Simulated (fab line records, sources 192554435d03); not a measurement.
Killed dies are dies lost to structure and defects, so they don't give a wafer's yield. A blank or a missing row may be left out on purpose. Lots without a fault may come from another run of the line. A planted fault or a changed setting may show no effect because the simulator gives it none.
fab line records | flow n5_finfet
record lots=7 wafers=21 last_day=18
route steps=1938 shown BEOL_M1@809 BEOL_M4@1111 PASSIVATION@1936
lots that met no fault: from a run of the same line without faults
start_h: hours from the record's first day to the start of the lot's first wafer shown | wait_h: hours since the lot's step before | " the same as in the row above | L1.1+2: a row that stands for several wafers | - no value, or no start given | * or withheld: withheld | < > ~ a bound
route shown NAME@n: a module of which the file shows steps, and the number in the route of the first | usual: mean/standard deviation of fault-free wafers | same: alike in all rows | chamber/n: place in a boat | sites: the reading at each site | _std_site: their standard deviation | _edge_site: outer sites' mean less inner sites' | radius_mm: how far each site lies from the wafer's centre | mask NAME#n: copy n | behind: the tool/chamber that last shaped the wafer | hold: why the lot was held/for how many hours/how that ended | device: the transistor (n, p or np) that didn't switch | end of line: the same wafers' tests at the end of the route | a step without rows: its recipe alone | killed: dies lost to structure and defects at the first sort, not the wafer's yield | map: a wafer's dies, x killed, . not, _ none there
set.NAME: the setting as run; set.NAME@STEP: as run at that earlier step | model.NAME: the simulator's own value behind a step, which no gauge read
lots at some steps of the route; a table a step, a row a wafer
services: from which hour (start_h, from the record's first day; less than 0 if before it) a tool's chamber was out of use, for how many hours, and why
## steps
# step N5_BEOL_M1_DEGAS_44
# recipe ambient=vacuum temp_c=250 time_s=60
# step N5_BEOL_M1_PRE_CLEAN_45
# recipe gas=H2/He time_s=30 temp_c=250
# usual heater_power_w=327/33 susceptor_temp_C=250.01/0.17
# columns lot.wafer tool chamber start_h wait_h heater_power_w susceptor_temp_C
L395.1 pvd_sputter-03 - 146.05 0.0 374 250.09
L395.4 " - " " 302 249.92
L395.5 " - " " 301 250.17
L399.1 pvd_sputter-02 - 170.11 0.0 389 250.14
L399.2 " - " " 321 250.14
L399.5 " - " " 319 249.96
L402.1 pvd_sputter-01 - 182.46 0.0 342 250.07
L402.2 " - " " 284 250.08
L402.5 " - " " 273 249.99
L405.1 pvd_sputter-03 - 208.78 0.0 313 250.04
L405.2 " - " " 377 249.99
L405.6 " - " " 316 249.75
L410.4 pvd_sputter-01 - 246.20 0.0 339 249.87
L410.5 " - " " 346 249.84
L410.6 " - " " 344 249.89
L412.1 pvd_sputter-03 - 250.62 0.0 362 249.84
L412.2 " - " " 300 249.80
L412.4 " - " " 294 250.40
L413.2 pvd_sputter-01 - 254.28 0.0 276 249.77
L413.4 " - " " 279 249.79
L413.5 " - " " 347 250.02
# step N5_BEOL_M1_ALD_84
# recipe material=TaN target_thk_a=* temp_c=275 ald_precursor_family=PDMAT ald_co_reactant=NH3 pressure_torr=3 carrier_flow_sccm=1500 pulse_time_s=2 purge_time_s=3 co_reactant_purge_time_s=2 co_reactant_pulse_time_s=3 ald_cycles=30 precursor_vessel_temp_c=75 precursor_vessel_pressure_torr=26.25 precursor_vessel_carrier_sccm=1000
# usual heater_power_outer_w=232/26 heater_power_w=411/35 precursor_vessel_carrier_sccm=1000.1/3 precursor_vessel_pressure_torr=26.24/0.054 precursor_vessel_temp_c=74.99/0.12 susceptor_temp_C=275.01/0.18
# columns lot.wafer tool chamber start_h wait_h heater_power_outer_w heater_power_w precursor_vessel_carrier_sccm precursor_vessel_pressure_torr precursor_vessel_temp_c since_wet_clean_h susceptor_temp_C
L395.1 ald_metal-03 0 146.13 0.1 202 355 1000.3 26.25 75.03 1347 274.95
L395.4 " 3 " " 195 361 1001.1 26.21 74.92 1347 275.17
L395.5 " 0 " " 201 360 1002.0 26.27 74.85 - 275.12
L399.1 ald_metal-04 2 170.19 0.1 253 439 998.8 26.18 74.98 5987 274.94
L399.2 " 1 " " 251 446 997.4 26.31 75.08 5987 274.82
L399.5 " 1 " " 252 439 1001.2 26.31 75.04 - 274.84
L402.1 ald_metal-03 1 182.63 0.2 279 437 997.5 26.26 74.96 1384 275.12
L402.2 " 2 " " 242 455 1006.1 26.22 74.82 1384 275.33
L402.5 " 2 " " 242 440 1008.2 26.22 75.16 - 275.20
L405.1 ald_metal-03 0 208.84 0.0 197 356 998.3 26.18 74.85 1410 275.19
L405.2 " 3 " " 195 357 1000.6 26.17 74.98 1410 275.19
L405.6 " 2 " " 247 461 1004.1 26.37 74.85 - 275.17
L410.4 ald_metal-04 0 246.26 0.0 223 402 1001.2 26.19 75.04 6063 274.92
L410.5 " 1 " " 248 448 999.9 26.27 74.96 - 275.18
L410.6 " 0 " " 215 403 1001.0 26.23 74.89 - 275.25
L412.1 ald_metal-02 2 250.68 0.0 243 416 994.1 26.23 75.12 2990 275.10
L412.2 " 0 " " 246 423 999.0 26.26 75.10 2990 274.82
L412.4 " 1 " " 255 428 997.6 26.13 75.16 2990 275.04
L413.2 ald_metal-02 2 254.34 0.0 242 415 996.0 26.22 75.09 2994 274.84
L413.4 " 3 " " 221 408 1001.4 26.18 75.18 2994 274.74
L413.5 " 2 " " 240 420 995.2 26.24 75.00 - 274.80
# step N5_BEOL_M1_SURFACE_TREAT_85
# recipe gas=Ar time_s=* ion_energy_ev=* ion_current_ma_cm2=0.5 pressure_mtorr=* ar_flow_sccm=30
# step N5_BEOL_M1_CVD_47
# recipe material=Co target_thk_a=30 temp_c=withheld precursor=CCTBA/H2 pressure_torr=30 time_s=223.8
# step N5_BEOL_M1_SPUTTER_48
# recipe material=Cu target_thk_a=45 temp_c=-20 chamber_pressure_pa=0.07 power_w=withheld time_s=8.29
# step N5_BEOL_M1_ANNEAL_49
# recipe temp_c=400 time_s=240 ambient=vacuum
# usual heater_power_w=824/83 susceptor_temp_C=400.00/0.23
# columns lot.wafer tool chamber start_h wait_h heater_power_w susceptor_temp_C
L395.1 pvd_sputter-01 - 147.27 0.0 705 400.45
L395.4 " - " " 862 400.39
L395.5 " - " " 673 399.85
L399.1 pvd_sputter-03 - 171.22 0.0 862 399.64
L399.2 " - " " 918 400.04
L399.5 " - " " 875 399.67
L402.1 pvd_sputter-02 - 184.15 0.0 814 400.20
L402.2 " - " " 805 399.95
L402.5 " - " " 795 399.92
L405.1 pvd_sputter-02 - 209.69 0.0 799 400.10
L405.2 " - " " 795 400.55
L405.6 " - " " 808 400.61
L410.4 pvd_sputter-02 - 247.08 0.0 794 400.16
L410.5 " - " " 794 400.01
L410.6 " - " " 983 399.83
L412.1 pvd_sputter-02 - 251.76 0.0 801 400.27
L412.2 " - " " 805 400.21
L412.4 " - " " 803 400.26
L413.2 pvd_sputter-03 - 254.92 0.0 794 400.01
L413.4 " - " " 855 400.05
L413.5 " - " " 782 399.92
# step N5_BEOL_M1_SPUTTER_79
# recipe material=Cu target_thk_a=45 temp_c=-20 chamber_pressure_pa=0.07 power_w=withheld time_s=8.29
# step N5_BEOL_M1_ANNEAL_80
# recipe temp_c=400 time_s=240 ambient=vacuum
# step N5_BEOL_M1_SPUTTER_81
# recipe material=Cu target_thk_a=45 temp_c=-20 chamber_pressure_pa=0.07 power_w=withheld time_s=8.29
# step N5_BEOL_M1_ANNEAL_82
# recipe temp_c=400 time_s=240 ambient=vacuum
# usual heater_power_w=826/85 susceptor_temp_C=400.03/0.22
# columns lot.wafer tool chamber start_h wait_h heater_power_w susceptor_temp_C
L395.1 pvd_sputter-01 - 147.71 0.0 708 400.27
L395.4 " - " " 878 399.98
L395.5 " - " " 700 400.14
L399.1 pvd_sputter-03 - 171.66 0.0 874 399.91
L399.2 " - " " 909 400.08
L399.5 " - " " 876 399.85
L402.1 pvd_sputter-02 - 184.59 0.0 811 399.91
L402.2 " - " " 792 400.21
L402.5 " - " " 782 400.24
L405.1 pvd_sputter-02 - 210.13 0.0 803 400.25
L405.2 " - " " 792 400.05
L405.6 " - " " 817 400.28
L410.4 pvd_sputter-02 - 247.52 0.0 786 400.10
L410.5 " - " " 804 399.83
L410.6 " - " " 993 400.27
L412.1 pvd_sputter-02 - 252.20 0.0 813 399.91
L412.2 " - " " 818 399.91
L412.4 " - " " 795 399.78
L413.2 pvd_sputter-03 - 255.36 0.0 781 400.23
L413.4 " - " " 859 399.78
L413.5 " - " " 750 400.08
# step N5_BEOL_M1_SPUTTER_86
# recipe material=Cu target_thk_a=45 temp_c=-20 chamber_pressure_pa=0.07 power_w=withheld time_s=8.29
# usual chamber_pressure_pa=0.07/0.00012 susceptor_temp_C=-20.00/0.11 throttle_valve_pct=30.1/0.72
# columns lot.wafer tool chamber start_h wait_h chamber_pressure_pa susceptor_temp_C throttle_valve_pct
L395.1 pvd_sputter-01 - 147.85 0.1 0.06992 -20.04 30.9
L395.4 " - " " 0.07008 -19.95 30.9
L395.5 " - " " 0.07004 -19.93 30.8
L399.1 pvd_sputter-03 - 171.80 0.1 0.06991 -20.21 28.6
L399.2 " - " " 0.06983 -20.07 29.4
L399.5 " - " " 0.07001 -20.09 28.9
L402.1 pvd_sputter-02 - 184.73 0.1 0.06996 -20.14 29.4
L402.2 " - " " 0.07015 -19.89 30.8
L402.5 " - " " 0.07 -20.04 30.5
L405.1 pvd_sputter-02 - 210.27 0.1 0.07001 -20.11 30.7
L405.2 " - " " 0.06989 -20.02 29.9
L405.6 " - " " 0.07016 -19.98 29.5
L410.4 pvd_sputter-02 - 247.66 0.1 0.06999 -20.08 29.8
L410.5 " - " " 0.07005 -19.89 30.6
L410.6 " - " " 0.06999 -20.06 30.0
L412.1 pvd_sputter-02 - 252.34 0.1 0.07002 -19.88 30.7
L412.2 " - " " 0.0701 -20.04 29.7
L412.4 " - " " 0.06994 -20.05 30.6
L413.2 pvd_sputter-03 - 255.50 0.1 0.07003 -19.95 30.0
L413.4 " - " " 0.06978 -20.08 28.9
L413.5 " - " " 0.06994 -20.16 30.0
# step N5_BEOL_M1_ANNEAL_87
# recipe temp_c=400 time_s=240 ambient=vacuum
# usual heater_power_w=825/83 susceptor_temp_C=400.01/0.22
# columns lot.wafer tool chamber start_h wait_h heater_power_w susceptor_temp_C
L395.1 pvd_sputter-01 - 147.93 0.0 679 400.20
L395.4 " - " " 877 400.12
L395.5 " - " " 688 400.11
L399.1 pvd_sputter-03 - 171.88 0.0 882 400.37
L399.2 " - " " 907 400.29
L399.5 " - " " 876 399.97
L402.1 pvd_sputter-02 - 184.81 0.0 803 400.15
L402.2 " - " " 786 399.88
L402.5 " - " " 795 399.79
L405.1 pvd_sputter-02 - 210.35 0.0 791 399.73
L405.2 " - " " 826 400.50
L405.6 " - " " 802 400.30
L410.4 pvd_sputter-02 - 247.74 0.0 - -
L410.5 " - " " - -
L410.6 " - " " - -
L412.1 pvd_sputter-02 - 252.42 0.0 - -
L412.2 " - " " - -
L412.4 " - " " - -
L413.2 pvd_sputter-03 - 255.58 0.0 - -
L413.4 " - " " - -
L413.5 " - " " - -
# step N5_BEOL_M1_SPUTTER_88
# recipe material=Cu target_thk_a=45 temp_c=-20 chamber_pressure_pa=0.07 power_w=withheld time_s=8.29
# step N5_BEOL_M4_RC_MEAS_101
# usual DIBL_N=36.2/1.6 DIBL_P=36.5/1.9 IOFF_N=0.158/0.027 IOFF_P=0.21/0.038 ION_N=675/12 ION_P=464/8.9 SS_N=71.5/0.61 SS_P=73.4/0.59 VT_N=250.4/3 VT_P=-250/3.6
# columns lot.wafer tool chamber start_h wait_h DIBL_N[mV/V] DIBL_P[mV/V] IOFF_N[nA/um] IOFF_P[nA/um] ION_N[uA/um] ION_P[uA/um] SS_N[mV/dec] SS_P[mV/dec] VT_N[mV] VT_P[mV]
L395.1 prober-01 0 185.47 0.0 39.7 40.1 0.220 0.28 676 464 72.3 73.8 245.9 -250
L395.4 " 0 " " 35.2 35.6 0.125 0.19 649 455 71.6 73.3 255.6 -252
L395.5 " 0 " " 37.3 38.5 0.171 0.24 670 461 71.8 73.8 247.8 -251
L399.1 prober-01 0 210.70 0.0 33.0 32.6 0.099 0.16 661 465 70.2 73.0 258.6 -250
L399.2 " 0 " " 35.6 37.2 0.149 0.24 675 471 71.4 73.3 249.2 -245
L399.5 " 0 " " 32.6 32.3 0.101 0.17 652 455 71.0 72.7 256.5 -252
L402.1 prober-01 0 217.14 0.0 35.5 36.4 0.158 0.21 680 466 71.2 73.9 246.9 -249
L402.2 " 0 " " 35.6 35.0 0.150 0.19 670 462 71.5 73.3 250.5 -250
L402.5 " 0 " " 34.7 35.9 0.143 0.20 681 469 71.5 73.5 249.4 -252
L405.1 prober-02 0 249.60 0.0 35.8 35.2 0.139 0.23 681 473 71.5 73.0 250.2 -249
L405.2 " 0 " " 36.9 36.3 0.152 0.25 682 475 71.9 73.3 250.9 -247
L405.6 " 0 " " 36.2 36.2 0.141 0.25 677 480 71.4 73.2 252.4 -246
L410.4 prober-01 0 281.71 0.5 37.5 38.3 0.174 0.26 692 475 71.1 74.4 245.8 -245
L410.5 " 0 " " 37.9 38.2 0.169 0.25 690 481 71.9 73.6 249.3 -247
L410.6 " 0 " " 35.0 35.0 0.132 0.20 672 461 71.0 72.5 254.3 -248
L413.2 prober-02 0 302.73 0.2 36.4 36.0 0.164 0.18 670 446 71.3 72.3 248.3 -250
L413.4 " 0 " " 36.4 36.8 0.172 0.21 681 463 71.4 72.8 247.4 -251
L413.5 " 0 " " 35.2 35.0 0.146 0.17 661 454 71.2 72.1 250.7 -253
L412.1 prober-02 0 307.55 0.0 37.6 35.6 0.169 0.23 663 456 72.5 73.1 251.5 -248
L412.2 " 0 " " 36.5 35.5 0.159 0.23 674 470 72.1 73.5 249.0 -246
L412.4 " 0 " " 37.8 36.5 0.174 0.24 675 461 72.2 73.8 248.9 -249
# step N5_PASSIVATION_PROBE_49
# usual defect_limited_yield=91.3/1.7 killed_at_M0_to_M3=33/11 killed_at_M4_up=14/5.5 killed_at_contacts=13/6.5 killed_at_front_end=39/13 killed_at_other=3.4/2.9 killed_dies=103/20 killed_open=69/15 killed_short=32/8.1 sort_bin_5_function=5.1/1.1 sort_bin_6_memory=3.3/0.74 sort_n_pass=1077/20 sort_yield_pct=91.3/1.7
# same gross_dies=1180 killed_at_back_side=0 sort_bin_4_leakage[%]=0 sort_bin_8_speed[%]=0
# columns lot.wafer tool chamber start_h wait_h defect_limited_yield[%] killed_at_M0_to_M3 killed_at_M4_up killed_at_contacts killed_at_front_end killed_at_other killed_dies killed_open killed_short sort_bin_5_function[%] sort_bin_6_memory[%] sort_n_pass sort_yield_pct[%]
L395.1 prober-01 - 287.66 0.0 90.6 33 15 8 50 5 111 74 34 5.9 3.2 1069 90.6
L395.4 prober-01 - 287.81 0.2 84.9 30 17 35 90 6 178 125 45 8.6 5.6 1002 84.9
L395.5 prober-01 - 287.86 0.2 89.5 28 27 13 48 8 124 90 33 6.7 3.3 1056 89.5
L402.1 prober-02 - 337.72 0.0 89.7 39 18 10 50 4 121 75 44 6.6 3.5 1059 89.7
L402.2 prober-02 - 337.77 0.1 94.7 23 15 4 19 1 62 43 18 3.0 2.1 1118 94.7
L402.5 prober-02 - 337.92 0.2 93.3 39 11 2 26 1 79 44 34 3.6 3.0 1101 93.3
L405.1 prober-01 - 355.37 0.0 91.9 32 11 12 38 2 95 58 37 4.8 2.8 1085 91.9
L405.2 prober-01 - 355.42 0.1 92.1 33 3 15 40 2 93 64 28 4.5 3.1 1087 92.1
L405.6 prober-01 - 355.62 0.3 92.9 23 12 16 32 1 84 54 29 3.6 3.2 1096 92.9
L410.4 prober-02 - 393.93 0.2 91.4 34 19 19 26 3 101 77 22 5.2 3.4 1079 91.4
L410.5 prober-02 - 393.98 0.2 90.7 36 20 14 35 5 110 77 31 5.3 3.9 1070 90.7
L410.6 prober-02 - 394.03 0.3 91.9 45 11 20 18 2 96 57 35 5.1 2.7 1084 91.9
L413.2 prober-02 - 423.62 0.9 92.7 34 16 14 20 2 86 62 23 4.2 3.0 1094 92.7
L413.4 prober-02 - 423.72 1.0 92.8 14 14 12 42 3 85 57 26 4.2 2.8 1095 92.8
L413.5 prober-02 - 423.77 1.0 92.7 19 15 16 32 4 86 55 31 4.2 2.9 1094 92.7
# killed by level:class
L395.1 FIN_SAQP:geometric_particle:open=20 BEOL_M0_SAQP:geometric_particle:open=8 FIN_SAQP:geometric_particle:short=7 MOL_CONTACT_COAG:geometric_particle:open=7 BEOL_M0_SAQP:geometric_particle:short=7 BEOL_M3:geometric_particle:open=7 GATE_CUT:geometric_particle:short=5 BEOL_M4:geometric_particle:open=5
L395.4 FIN_SAQP:geometric_particle:open=37 MOL_CONTACT_COAG:geometric_particle:open=28 STI_FIN_REVEAL:geometric_particle:open=15 FIN_SAQP:geometric_particle:short=10 BEOL_M4:geometric_particle:open=8 MOL_CONTACT_COAG:geometric_particle:short=7 BEOL_M0_SAQP:geometric_particle:open=7 BEOL_M0_SAQP:geometric_particle:short=5
L395.5 FIN_SAQP:geometric_particle:open=18 BEOL_M4:geometric_particle:open=16 BEOL_M2:geometric_particle:open=12 MOL_CONTACT_COAG:geometric_particle:open=12 GATE_CUT:geometric_particle:short=8 FIN_SAQP:geometric_particle:short=7 GATE_CUT:geometric_particle:open=5 BEOL_M0_SAQP:geometric_particle:open=5
L402.1 BEOL_M4:geometric_particle:open=12 STI_FIN_REVEAL:geometric_particle:open=10 BEOL_M0_SAQP:geometric_particle:short=9 FIN_SAQP:geometric_particle:open=8 BEOL_M2:geometric_particle:open=8 MOL_CONTACT_COAG:geometric_particle:open=7 BEOL_M0_SAQP:geometric_particle:open=7 STARTING-WAFER:geometric_particle:short=7
L402.2 BEOL_M4:geometric_particle:open=7 BEOL_M0_SAQP:geometric_particle:open=5 BEOL_M2:geometric_particle:open=5 STARTING-WAFER:geometric_particle:short=5 ILD0:geometric_particle:open=4 MOL_CONTACT_COAG:geometric_particle:open=4 BEOL_M3:geometric_particle:open=4 BEOL_M1:geometric_particle:open=3
L402.5 BEOL_M0_SAQP:geometric_particle:short=11 BEOL_M0_SAQP:geometric_particle:open=9 FIN_SAQP:geometric_particle:open=5 GATE_CUT:geometric_particle:short=4 BEOL_M0:geometric_particle:open=4 STARTING-WAFER:geometric_particle:open=4 FIN_SAQP:geometric_particle:short=3 BEOL_M1:geometric_particle:open=3
L405.1 BEOL_M2:geometric_particle:open=10 MOL_CONTACT_COAG:geometric_particle:open=9 GATE_CUT:geometric_particle:short=7 BEOL_M0_SAQP:geometric_particle:open=7 BEOL_M1:geometric_particle:open=6 FIN_SAQP:geometric_particle:open=5 BEOL_M0_SAQP:geometric_particle:short=5 FIN_SAQP:geometric_particle:short=4
L405.2 MOL_CONTACT_COAG:geometric_particle:open=12 BEOL_M0_SAQP:geometric_particle:short=11 BEOL_M2:geometric_particle:open=11 BEOL_M0_SAQP:geometric_particle:open=9 DUMMY_GATE:geometric_particle:open=6 GATE_CUT:geometric_particle:open=5 FIN_SAQP:geometric_particle:open=4 STI_FIN_REVEAL:geometric_particle:open=4
L405.6 MOL_CONTACT_COAG:geometric_particle:open=10 BEOL_M2:geometric_particle:open=10 STI_FIN_REVEAL:geometric_particle:open=8 MOL_CONTACT_COAG:geometric_particle:short=6 FIN_SAQP:geometric_particle:short=5 FIN_SAQP:geometric_particle:open=4 BEOL_M1:geometric_particle:open=4 STI_FIN_REVEAL:geometric_particle:short=3
L410.4 MOL_CONTACT_COAG:geometric_particle:open=14 BEOL_M4:geometric_particle:open=12 STI_FIN_REVEAL:geometric_particle:open=9 BEOL_M3:geometric_particle:open=8 FIN_SAQP:geometric_particle:open=6 BEOL_M0_SAQP:geometric_particle:open=6 BEOL_M2:geometric_particle:open=6 BEOL_M1:geometric_particle:open=5
L410.5 BEOL_M2:geometric_particle:open=20 MOL_CONTACT_COAG:geometric_particle:open=11 BEOL_M4:geometric_particle:open=9 FIN_SAQP:geometric_particle:open=7 STI_FIN_REVEAL:geometric_particle:open=5 DUMMY_GATE:geometric_particle:open=5 BEOL_M2:geometric_particle:short=5 BEOL_M7:geometric_particle:open=4
L410.6 MOL_CONTACT_COAG:geometric_particle:open=12 BEOL_M2:geometric_particle:open=11 BEOL_M0_SAQP:geometric_particle:short=10 BEOL_M0_SAQP:geometric_particle:open=7 FIN_SAQP:geometric_particle:short=6 MOL_CONTACT_COAG:geometric_particle:short=5 BEOL_M1:geometric_particle:open=5 BEOL_M3:geometric_particle:open=5
L413.2 MOL_CONTACT_COAG:geometric_particle:open=11 BEOL_M0_SAQP:geometric_particle:open=11 BEOL_M4:geometric_particle:open=9 STI_FIN_REVEAL:geometric_particle:open=7 FIN_SAQP:geometric_particle:short=5 BEOL_M2:geometric_particle:open=5 BEOL_M3:geometric_particle:open=5 BEOL_M0_SAQP:geometric_particle:short=4
L413.4 STI_FIN_REVEAL:geometric_particle:open=12 MOL_CONTACT_COAG:geometric_particle:open=9 GATE_CUT:geometric_particle:short=8 BEOL_M4:geometric_particle:open=7 BEOL_M0_SAQP:geometric_particle:open=5 FIN_SAQP:geometric_particle:short=4 DUMMY_GATE:geometric_particle:open=4 STARTING-WAFER:geometric_particle:open=4
L413.5 MOL_CONTACT_COAG:geometric_particle:open=12 FIN_SAQP:geometric_particle:open=8 FIN_SAQP:geometric_particle:short=7 BEOL_M4:geometric_particle:open=7 STI_FIN_REVEAL:geometric_particle:open=6 GATE_CUT:geometric_particle:short=4 MOL_CONTACT_COAG:geometric_particle:short=4 BEOL_M2:geometric_particle:open=4
## services
# columns tool chamber start_h hours kind
ald_metal-02 - 134.17 0.4 repair
ald_metal-04 - 135.80 14.6 pm
ald_metal-02 1 150.83 3.9 repair
pvd_sputter-02 - 151.48 2.4 repair
ald_metal-04 - 153.92 8.7 pm
ald_metal-03 1 168.63 - calibration
ald_metal-04 - 180.21 2.8 pm
ald_metal-03 2 230.21 - calibration
ald_metal-03 - 255.20 1.3 repair
## key
first_sign step=N5_BEOL_M1_ANNEAL_87 reading=tool_record direction=missing
effect none on later readings
met_at N5_BEOL_M1_ANNEAL_87
struck_wafers L410.4,L410.5,L410.6,L412.1,L412.2,L412.4,L413.2,L413.4,L413.5
onset_between 210.35 247.74
fault kind=skipped_step_whole tool=pvd_sputter-02,pvd_sputter-03 chamber=- onset_h=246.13 steps=N5_BEOL_M1_ANNEAL_87 scope=struck_lots_only
